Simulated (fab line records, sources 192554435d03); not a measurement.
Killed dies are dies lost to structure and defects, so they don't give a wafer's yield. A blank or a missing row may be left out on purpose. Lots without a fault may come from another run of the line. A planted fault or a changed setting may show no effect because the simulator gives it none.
fab line records | flow n5_finfet | part 1 of 2: steps 1 to 22 of 36
record lots=5 wafers=15 last_day=17
route steps=1938 shown HKMG_FIN@392
lots that met no fault: from a run of the same line without faults
start_h: hours from the record's first day to the start of the lot's first wafer shown | wait_h: hours since the lot's step before | " the same as in the row above | L1.1+2: a row that stands for several wafers | - no value, or no start given | * or withheld: withheld | < > ~ a bound
route shown NAME@n: a module of which the file shows steps, and the number in the route of the first | usual: mean/standard deviation of fault-free wafers | same: alike in all rows | chamber/n: place in a boat | sites: the reading at each site | _std_site: their standard deviation | _edge_site: outer sites' mean less inner sites' | radius_mm: how far each site lies from the wafer's centre | mask NAME#n: copy n | behind: the tool/chamber that last shaped the wafer | hold: why the lot was held/for how many hours/how that ended | device: the transistor (n, p or np) that didn't switch | end of line: the same wafers' tests at the end of the route | a step without rows: its recipe alone | killed: dies lost to structure and defects at the first sort, not the wafer's yield | map: a wafer's dies, x killed, . not, _ none there
set.NAME: the setting as run; set.NAME@STEP: as run at that earlier step | model.NAME: the simulator's own value behind a step, which no gauge read
lots at some steps of the route; a table a step, a row a wafer
services: from which hour (start_h, from the record's first day; less than 0 if before it) a tool's chamber was out of use, for how many hours, and why
## steps
# step N5_HKMG_FIN_COAT_43
# recipe resist=CAR-ArF spin_rpm=1500 resist_thk_nm=90
# columns lot.wafer tool chamber start_h wait_h
L078.4+5+6 litho_track-03 0 - -
L089.3+4+5 litho_track-01 0 - -
L093.1+2+5 litho_track-03 0 - -
L094.2+3+6 litho_track-04 0 - -
L096.1+2+4 litho_track-03 0 - -
# step N5_HKMG_FIN_EBR_45
# recipe solvent=PGMEA ebr_width_mm=1.5
# columns lot.wafer tool chamber start_h wait_h
L078.4+5+6 litho_track-03 0 - -
L089.3+4+5 litho_track-01 0 - -
L093.1+2+5 litho_track-03 0 - -
L094.2+3+6 litho_track-04 0 - -
L096.1+2+4 litho_track-03 0 - -
# step N5_HKMG_FIN_SOFTBAKE_44
# recipe temp_c=110 time_s=60 resist=CAR-ArF
# columns lot.wafer tool chamber start_h wait_h
L078.4+5+6 litho_track-03 0 - -
L089.3+4+5 litho_track-01 0 - -
L093.1+2+5 litho_track-03 0 - -
L094.2+3+6 litho_track-04 0 - -
L096.1+2+4 litho_track-03 0 - -
# step N5_HKMG_FIN_EXPOSE_46
# recipe mask_id=NDIPOLE na=1.35 source_shape=conventional sigma_outer=0.8 polarization=unpolarized dose_mj=40
# columns lot.wafer tool chamber start_h wait_h mask
L078.4+5+6 arfi_scanner-01 0 94.95 - NDIPOLE#0
L089.3+4+5 arfi_scanner-02 0 163.84 - NDIPOLE#0
L093.1+2+5 arfi_scanner-03 0 193.40 - NDIPOLE#0
L094.2+3+6 arfi_scanner-01 0 196.60 - NDIPOLE#0
L096.1+2+4 arfi_scanner-03 0 207.80 - NDIPOLE#0
# step N5_HKMG_FIN_PEB_47
# recipe peb_temp_c=withheld peb_time_s=60 resist=CAR-ArF
# columns lot.wafer tool chamber start_h wait_h
L078.4+5+6 litho_track-03 0 94.99 0.0
L089.3+4+5 litho_track-04 0 163.89 0.0
L093.1+2+5 litho_track-04 0 193.46 0.1
L094.2+3+6 litho_track-04 0 196.65 0.0
L096.1+2+4 litho_track-01 0 207.85 0.1
# step N5_HKMG_FIN_DEVELOP_48
# recipe develop_time_s=30 developer=TMAH resist=CAR-ArF rinse_liquid=diw dry=air_spin dev_temp_c=23
# columns lot.wafer tool chamber start_h wait_h
L078.4+5+6 litho_track-03 0 - -
L089.3+4+5 litho_track-04 0 - -
L093.1+2+5 litho_track-04 0 - -
L094.2+3+6 litho_track-04 0 - -
L096.1+2+4 litho_track-01 0 - -
# step N5_HKMG_FIN_CD_MEAS_49
# recipe target_cd_nm=202 landing_energy_ev=500 detector=se_inlens polarity=opening
# usual cd_nm=201.9/0.67
# columns lot.wafer tool chamber start_h wait_h cd_nm
L078.4 cd_sem-03 0 95.06 - 203.3
L078.5 " 0 " " 202.9
L078.6 " 0 " " 202.3
L089.3 cd_sem-03 0 163.96 - 202.6
L089.4 " 0 " " 202.0
L089.5 " 0 " " 201.4
L093.1 cd_sem-01 0 193.53 - 201.3
L093.2 " 0 " " 201.8
L093.5 " 0 " " 202.2
L094.2 cd_sem-01 0 196.72 - 201.7
L094.3 " 0 " " 202.6
L094.6 " 0 " " 201.9
L096.1 cd_sem-03 0 207.92 - 201.0
L096.2 " 0 " " 201.5
L096.4 " 0 " " 201.2
# step N5_HKMG_FIN_OVL_MEAS_50
# recipe points_per_wafer=44
# usual NDIPOLE_OVL=-0.1/0.73
# columns lot.wafer tool chamber start_h wait_h NDIPOLE_OVL[nm]
L078.4 overlay-02 0 95.09 0.0 1.1
L078.5 " 0 " " 0.6
L078.6 " 0 " " 1.7
L089.3 overlay-01 0 163.99 0.0 -0.5
L089.4 " 0 " " -0.2
L089.5 " 0 " " -0.7
L093.1 overlay-02 0 193.56 0.0 0.7
L093.2 " 0 " " -0.5
L093.5 " 0 " " -0.2
L094.2 overlay-01 0 196.75 0.0 1.0
L094.3 " 0 " " 1.1
L094.6 " 0 " " 1.1
L096.1 overlay-02 0 207.95 0.0 0.3
L096.2 " 0 " " -0.9
L096.4 " 0 " " 0.2
# step N5_HKMG_FIN_INSPECT_61
# recipe mode=adi inspect_instrument=macro
# usual raw_defect_count=2.2/1.7
# columns lot.wafer tool chamber start_h wait_h raw_defect_count
L078.4 defect_inspect-01 - 95.11 0.0 0
L078.5 " - " " 3
L078.6 " - " " 2
L089.3 defect_inspect-02 - 164.01 0.0 2
L089.4 " - " " 1
L089.5 " - " " 5
L093.1 defect_inspect-01 - 193.58 0.0 1
L093.2 " - " " 2
L093.5 " - " " 3
L094.2 defect_inspect-01 - 196.77 0.0 5
L094.3 " - " " 1
L094.6 " - " " 1
L096.1 defect_inspect-01 - 207.97 0.0 1
L096.2 " - " " 5
L096.4 " - " " 3
# step N5_HKMG_FIN_DESCUM_53
# recipe chemistry=O2 time_s=7.9 source_power_w=50 bias_power_w=20 pressure_mtorr=20 rf_frequency_hz=2.712e+07 temp_c=40 resist=CAR-ArF o2_flow_sccm=225
# usual drypump_motor_current_A=5.5/0.49 oes_product_au=0.78/0.074 rf_vpp_V=242.9/1.5 showerhead_plenum_p_Torr=2.08/0.078 throttle_valve_pct=20.46/0.2
# columns lot.wafer tool chamber start_h wait_h drypump_motor_current_A oes_product_au rf_hours_counter_h rf_vpp_V showerhead_plenum_p_Torr throttle_valve_pct
L078.4 rie_diel-04 0 95.15 0.0 5.7 0.70 186 243.0 2.15 20.33
L078.5 " 2 " " 6.3 0.91 - 242.1 2.06 20.65
L078.6 " 1 " " 5.9 0.78 - 241.3 2.00 20.21
L089.3 rie_diel-06 1 164.04 0.0 5.6 0.74 182 243.0 2.08 20.79
L089.4 " 2 " " 5.3 0.75 - 243.6 2.08 20.59
L089.5 " 0 " " 4.8 0.76 - 240.7 2.00 20.34
L093.1 rie_diel-05 1 193.62 0.0 5.1 0.88 44 242.6 2.02 20.16
L093.2 " 0 " " 5.9 0.76 126 244.7 2.19 20.67
L093.5 " 0 " " 5.9 0.76 - 244.6 2.19 20.67
L094.2 rie_diel-05 3 196.81 0.0 6.4 0.67 239 239.7 1.97 20.46
L094.3 " 0 " " 5.9 0.76 128 245.5 2.19 20.69
L094.6 " 0 " " 5.9 0.77 - 245.1 2.19 20.68
L096.1 rie_diel-05 1 208.05 0.1 5.1 0.87 50 241.8 2.02 20.17
L096.2 " 2 " " 5.3 0.86 60 244.7 2.21 20.22
L096.4 " 3 " " 6.4 0.68 243 239.8 1.97 20.44
# step N5_HKMG_FIN_ETCH_54
# recipe chemistry=CF4 target=SiARC target_depth_a=455 mask_material=CAR-ArF time_s=75.8 ion_energy_ev=80 pressure_mtorr=40 source_w=545 bias_w=36 Ar_flow_sccm=100 cf4_flow_sccm=100 ends=cleared
# usual bias_w=36.00/0.12 drypump_motor_current_A=5.5/0.49 etch_rf_on_time_s=75.6/2 oes_product_au=0.67/0.061 rf_vpp_V=183.9/1.1 showerhead_plenum_p_Torr=2.13/0.074 throttle_valve_pct=15.67/0.2
# columns lot.wafer tool chamber start_h wait_h bias_w drypump_motor_current_A etch_rf_on_time_s oes_product_au rf_hours_counter_h rf_vpp_V showerhead_plenum_p_Torr throttle_valve_pct
L078.4 rie_diel-04 0 95.18 0.0 36.13 5.7 78.2 0.60 186 183.9 2.21 15.58
L078.5 " 2 " " 36.08 6.3 73.2 0.78 - 184.2 2.10 15.70
L078.6 " 1 " " 36.05 5.9 76.5 0.65 - 183.9 2.05 15.40
L089.3 rie_diel-06 1 164.08 0.0 36.23 5.6 74.3 0.63 182 184.6 2.14 15.96
L089.4 " 2 " " 36.19 5.3 74.5 0.64 - 182.9 2.12 15.77
L089.5 " 0 " " 35.77 4.8 76.1 0.65 - 182.1 2.06 15.62
L093.1 rie_diel-05 1 193.65 0.0 35.78 5.1 75.9 0.75 44 183.4 2.10 15.47
L093.2 " 0 " " 35.64 5.9 73.2 0.66 126 185.1 2.25 15.94
L093.5 " 0 " " 35.53 5.9 72.6 0.66 - 185.0 2.25 15.96
L094.2 rie_diel-05 3 196.84 0.0 35.98 6.4 78.2 0.58 239 184.3 2.03 15.75
L094.3 " 0 " " 35.77 5.9 73.7 0.65 128 185.1 2.25 15.95
L094.6 " 0 " " 35.90 5.9 73.1 0.65 - 184.5 2.25 15.95
L096.1 rie_diel-05 1 208.09 0.0 36.02 5.1 76.4 0.74 50 183.6 2.10 15.49
L096.2 " 2 " " 35.86 5.4 77.7 0.72 60 185.0 2.24 15.32
L096.4 " 3 " " 35.96 6.4 78.1 0.57 243 183.5 2.03 15.76
# step N5_HKMG_FIN_ETCH_55
# recipe chemistry=N2/H2 target=SOC target_depth_a=2400 temp_c=40 time_s=300 ion_energy_ev=200 mask_material=SiARC pressure_mtorr=30 source_w=840 bias_w=150 n2_flow_sccm=200 h2_flow_sccm=200
# usual bias_w=150.0/0.45 drypump_motor_current_A=5.5/0.48 oes_product_au=0.77/0.071 rf_vpp_V=523.4/2.7 showerhead_plenum_p_Torr=2.53/0.098 throttle_valve_pct=17.92/0.2
# columns lot.wafer tool chamber start_h wait_h bias_w drypump_motor_current_A oes_product_au rf_hours_counter_h rf_vpp_V showerhead_plenum_p_Torr throttle_valve_pct
L078.4 rie_diel-04 0 95.24 0.0 149.8 5.8 0.70 186 527.0 2.64 18.00
L078.5 " 2 " " 150.4 6.4 0.91 - 522.0 2.49 17.92
L078.6 " 1 " " 150.1 5.8 0.76 - 520.9 2.45 17.76
L089.3 rie_diel-06 1 164.14 0.0 150.3 5.6 0.74 182 524.2 2.53 18.25
L089.4 " 2 " " 149.6 5.3 0.73 - 525.4 2.53 18.09
L089.5 " 0 " " 150.0 4.8 0.76 - 519.5 2.43 17.66
L093.1 rie_diel-05 1 193.71 0.0 149.5 5.1 0.87 44 521.8 2.48 17.68
L093.2 " 0 " " 151.1 5.9 0.77 126 526.8 2.65 18.04
L093.5 " 0 " " 150.4 5.8 0.77 - 526.9 2.65 18.04
L094.2 rie_diel-05 3 196.90 0.0 149.9 6.4 0.67 239 520.0 2.39 17.91
L094.3 " 0 " " 149.6 5.9 0.77 128 526.3 2.65 18.04
L094.6 " 0 " " 148.9 5.9 0.77 - 526.7 2.65 18.03
L096.1 rie_diel-05 1 208.14 0.0 150.6 5.1 0.85 50 521.6 2.47 17.69
L096.2 " 2 " " 149.7 5.4 0.85 60 526.8 2.71 17.75
L096.4 " 3 " " 150.7 6.4 0.66 243 520.1 2.39 17.93
# step N5_HKMG_FIN_STRIP_56
# recipe chemistry=N2/H2 temp_c=40 n2_flow_sccm=200 h2_flow_sccm=200 rf_frequency_hz=6e+07
# columns lot.wafer tool chamber start_h wait_h
L078.4+5+6 rie_diel-04 0,2,1 95.42 0.1
L089.3+4+5 rie_diel-06 1,2,0 164.32 0.1
L093.1+2+5 rie_diel-05 1,0,0 193.89 0.1
L094.2+3+6 rie_diel-05 3,0,0 197.08 0.1
L096.1+2+4 rie_diel-05 1,2,3 208.32 0.1
# step N5_HKMG_FIN_STRIP_57
# recipe chemistry=CF4 resist=SiARC power_w=300 bias_power_w=75 pressure_mtorr=50 cf4_flow_sccm=150 rf_frequency_hz=6e+07
# usual drypump_motor_current_A=5.5/0.48 oes_product_au=0.77/0.067 rf_vpp_V=271.0/1.7 showerhead_plenum_p_Torr=1.78/0.062 throttle_valve_pct=13.63/0.19
# columns lot.wafer tool chamber start_h wait_h drypump_motor_current_A oes_product_au rf_hours_counter_h rf_vpp_V showerhead_plenum_p_Torr throttle_valve_pct
L078.4 rie_diel-04 0 95.43 0.0 5.7 0.71 187 272.4 1.84 13.56
L078.5 " 2 " " 6.3 0.88 - 269.9 1.75 13.58
L078.6 " 1 " " 5.9 0.76 - 268.3 1.72 13.44
L089.3 rie_diel-06 1 164.33 0.0 5.6 0.73 182 270.7 1.79 13.90
L089.4 " 2 " " 5.3 0.72 - 270.6 1.78 13.75
L089.5 " 0 " " 4.8 0.75 - 271.7 1.72 13.55
L093.1 rie_diel-05 1 193.90 0.0 5.1 0.87 44 269.9 1.76 13.41
L093.2 " 0 " " 5.9 0.74 126 273.0 1.88 13.88
L093.5 " 0 " " 5.9 0.75 - 274.1 1.88 13.88
L094.2 rie_diel-05 3 197.09 0.0 6.4 0.68 239 269.9 1.71 13.78
L094.3 " 0 " " 5.9 0.74 128 271.8 1.88 13.88
L094.6 " 0 " " 5.9 0.74 - 273.9 1.88 13.89
L096.1 rie_diel-05 1 208.33 0.0 5.1 0.86 50 271.2 1.76 13.43
L096.2 " 2 " " 5.4 0.86 60 274.9 1.88 13.32
L096.4 " 3 " " 6.4 0.69 243 269.5 1.71 13.78
# step N5_HKMG_FIN_ETCH_58
# recipe chemistry=N2/H2 target=SOC target_depth_a=2158 ion_energy_ev=50 bias_w=13 time_s=741 pressure_mtorr=30 source_w=875 n2_flow_sccm=200 h2_flow_sccm=200
# usual bias_w=12.99/0.035 drypump_motor_current_A=5.5/0.48 oes_product_au=0.77/0.07 rf_vpp_V=99.1/1 showerhead_plenum_p_Torr=2.53/0.098 throttle_valve_pct=17.88/0.2
# columns lot.wafer tool chamber start_h wait_h bias_w drypump_motor_current_A oes_product_au rf_hours_counter_h rf_vpp_V showerhead_plenum_p_Torr throttle_valve_pct
L078.4 rie_diel-04 0 95.45 0.0 12.98 5.7 0.70 187 99.3 2.64 17.94
L078.5 " 2 " " 13.00 6.3 0.91 - 98.8 2.49 17.86
L078.6 " 1 " " 12.99 5.9 0.77 - 98.9 2.45 17.72
L089.3 rie_diel-06 1 164.35 0.0 12.94 5.6 0.75 182 99.3 2.53 18.22
L089.4 " 2 " " 12.99 5.3 0.75 - 98.8 2.53 18.08
L089.5 " 0 " " 13.03 4.8 0.76 - 98.9 2.43 17.63
L093.1 rie_diel-05 1 193.92 0.0 13.00 5.1 0.87 44 97.8 2.48 17.64
L093.2 " 0 " " 13.01 5.9 0.76 126 99.1 2.65 18.00
L093.5 " 0 " " 12.95 5.9 0.77 - 99.7 2.65 17.98
L094.2 rie_diel-05 3 197.11 0.0 13.01 6.4 0.67 239 98.7 2.39 17.89
L094.3 " 0 " " 12.99 5.9 0.77 128 99.6 2.65 17.97
L094.6 " 0 " " 12.99 5.9 0.77 - 99.8 2.65 18.00
L096.1 rie_diel-05 1 208.35 0.0 13.02 5.1 0.85 50 99.3 2.47 17.64
L096.2 " 2 " " 12.97 5.4 0.85 61 99.4 2.71 17.69
L096.4 " 3 " " 12.98 6.4 0.66 243 97.9 2.39 17.88
# step N5_HKMG_FIN_STRIP_93
# recipe chemistry=N2/H2 material=SOC time_s=20 power_w=500 temp_c=40 pressure_mtorr=50 rf_frequency_hz=6e+07 bias_power_w=8 h2_frac=0.5 n2_flow_sccm=300 h2_flow_sccm=300
# usual drypump_motor_current_A=5.5/0.49 oes_product_au=0.78/0.071 rf_vpp_V=54.3/0.8 showerhead_plenum_p_Torr=3.34/0.12 throttle_valve_pct=19.2/0.36
# columns lot.wafer tool chamber start_h wait_h drypump_motor_current_A oes_product_au rf_hours_counter_h rf_vpp_V showerhead_plenum_p_Torr throttle_valve_pct
L078.4 rie_diel-04 0 95.87 0.2 5.8 0.71 187 54.1 3.48 19.7
L078.5 " 2 " " 6.3 0.91 - 53.7 3.29 18.9
L078.6 " 1 " " 5.9 0.76 - 54.3 3.24 19.0
L089.3 rie_diel-06 1 164.77 0.2 5.6 0.74 182 55.6 3.34 19.6
L089.4 " 2 " " 5.3 0.74 - 54.3 3.35 19.5
L089.5 " 0 " " 4.8 0.77 - 55.8 3.21 18.5
L093.1 rie_diel-05 1 194.34 0.2 5.1 0.88 44 53.6 3.27 18.9
L093.2 " 0 " " 5.9 0.77 127 54.8 3.50 19.2
L093.5 " 0 " " 6.0 0.77 - 55.7 3.50 19.2
L094.2 rie_diel-05 3 197.53 0.2 6.4 0.67 240 53.4 3.16 19.2
L094.3 " 0 " " 5.9 0.77 128 53.8 3.50 19.2
L094.6 " 0 " " 5.9 0.77 - 55.1 3.50 19.2
L096.1 rie_diel-05 1 208.78 0.2 5.1 0.86 50 54.9 3.27 18.9
L096.2 " 2 " " 5.4 0.85 61 54.5 3.56 19.0
L096.4 " 3 " " 6.4 0.67 244 54.3 3.16 19.2
# step N5_HKMG_FIN_WET_ETCH_76
# recipe chemistry=dNH4OH mix=1:50 temp_c=25 target=Al2O3 stop_on=La2O3 target_depth_nm=2.25 dry=ipa_marangoni rinse_time_s=30 rinse_temp_c=23
# columns lot.wafer tool chamber start_h wait_h
L078.4+5+6 wet_bench-02 2,6,7 95.96 0.1
L089.3+4+5 wet_bench-02 2,6,4 164.85 0.1
L093.1+2+5 wet_bench-02 5,2,4 194.43 0.1
L094.2+3+6 wet_bench-03 6,1,4 197.62 0.1
L096.1+2+4 wet_bench-03 7,3,6 208.86 0.1
# step N5_HKMG_FIN_STRIP_60
# recipe chemistry=N2/H2 power_w=2500 temp_c=300 h2_frac=0.65 time_s=360 pressure_mtorr=withheld n2_flow_sccm=1750 h2_flow_sccm=3250
# usual drypump_motor_current_A=6.0/0.38 heater_power_w=517/26
# columns lot.wafer tool chamber start_h wait_h drypump_motor_current_A heater_power_w rf_hours_counter_h
L078.4 plasma_asher-02 1 96.14 0.1 6.7 525 -
L078.5 " 1 " " 6.7 522 -
L078.6 " 0 " " 5.7 482 -
L089.3 plasma_asher-02 1 165.04 0.1 6.7 518 -
L089.4 " 0 " " 5.7 482 -
L089.5 " 0 " " 5.7 481 -
L093.1 plasma_asher-01 1 194.49 0.0 5.8 557 128
L093.2 " 0 " " 5.7 502 128
L093.5 " 1 " " 5.8 551 -
L094.2 plasma_asher-01 1 197.72 0.0 5.9 552 128
L094.3 " 0 " " 5.8 500 -
L094.6 " 0 " " 5.8 497 -
L096.1 plasma_asher-01 0 208.97 0.0 5.8 506 131
L096.2 " 1 " " 5.8 549 131
L096.4 " 0 " " 5.8 494 -
# step N5_HKMG_FIN_WET_ETCH_77
# recipe chemistry=dHCl mix=1:10000 temp_c=25 target=La2O3 stop_on=HfO2 target_depth_nm=2
# columns lot.wafer tool chamber start_h wait_h
L078.4+5+6 wet_bench-02 1,0,2 96.41 0.1
L089.3+4+5 wet_bench-01 1,2,3 165.31 0.1
L093.1+2+5 wet_bench-03 1,6,4 194.88 0.3
L094.2+3+6 wet_bench-02 1,7,3 198.11 0.3
L096.1+2+4 wet_bench-02 7,1,0 209.36 0.3
# step N5_HKMG_FIN_WET_ETCH_78
# recipe chemistry=dNH4OH mix=1:50 temp_c=25 target=Al2O3 stop_on=La2O3 target_depth_nm=4.5 dry=ipa_marangoni rinse_time_s=30 rinse_temp_c=23
# columns lot.wafer tool chamber start_h wait_h
L078.4+5+6 wet_bench-02 1,0,2 96.44 0.0
L089.3+4+5 wet_bench-01 1,2,3 165.34 0.0
L093.1+2+5 wet_bench-03 1,6,4 194.94 0.0
L094.2+3+6 wet_bench-02 1,7,3 198.14 0.0
L096.1+2+4 wet_bench-02 7,1,0 209.39 0.0
# step N5_HKMG_FIN_ALD_79
# recipe material=TiN target_thk_a=15 temp_c=400 ald_precursor_family=TiCl4 ald_co_reactant=NH3 pulse_time_s=1 purge_time_s=3 co_reactant_purge_time_s=2 co_reactant_pulse_time_s=2 ald_cycles=68 pressure_torr=3
# usual heater_power_w=910/95 precursor_pulse_height_rel=1.001/0.018
# same ald_cycles=68
# columns lot.wafer tool chamber start_h wait_h heater_power_w precursor_pulse_height_rel
L078.4 ald_metal-02 0 96.52 0.0 954 0.985
L078.5 " 2 " " 902 1.030
L078.6 " 3 " " 923 1.021
L089.3 ald_metal-01 2 165.42 0.0 813 1.032
L089.4 " 1 " " 950 0.988
L089.5 " 1 " " 950 1.014
L093.1 ald_metal-04 3 195.05 0.0 730 1.002
L093.2 " 2 " " 969 0.981
L093.5 " 2 " " 984 0.993
L094.2 ald_metal-04 2 198.21 0.0 974 0.988
L094.3 " 1 " " 993 1.003
L094.6 " 3 " " 729 0.982
L096.1 ald_metal-01 2 209.47 0.0 809 0.998
L096.2 " 0 " " 883 0.994
L096.4 " 0 " " 883 1.000
# step N5_HKMG_FIN_CVD_62
# recipe material=a-Si target_thk_a=30 temp_c=500 precursor=Si2H6 pressure_torr=1 time_s=20.8
# usual heater_power_w=1495/160
# columns lot.wafer tool chamber start_h wait_h heater_power_w
L078.4 thermal_cvd_si-02 1 96.93 0.2 1443
L078.5 " 2 " " 1419
L078.6 " 0 " " 1307
L089.3 thermal_cvd_si-02 2 165.78 0.2 1454
L089.4 " 2 " " 1425
L089.5 " 1 " " 1449
L093.1 thermal_cvd_si-02 1 195.41 0.2 1432
L093.2 " 2 " " 1461
L093.5 " 2 " " 1403
L094.2 thermal_cvd_si-01 2 198.58 0.2 1440
L094.3 " 0 " " 1806
L094.6 " 2 " " 1428
L096.1 thermal_cvd_si-01 1 209.83 0.2 1500
L096.2 " 2 " " 1424
L096.4 " 2 " " 1428
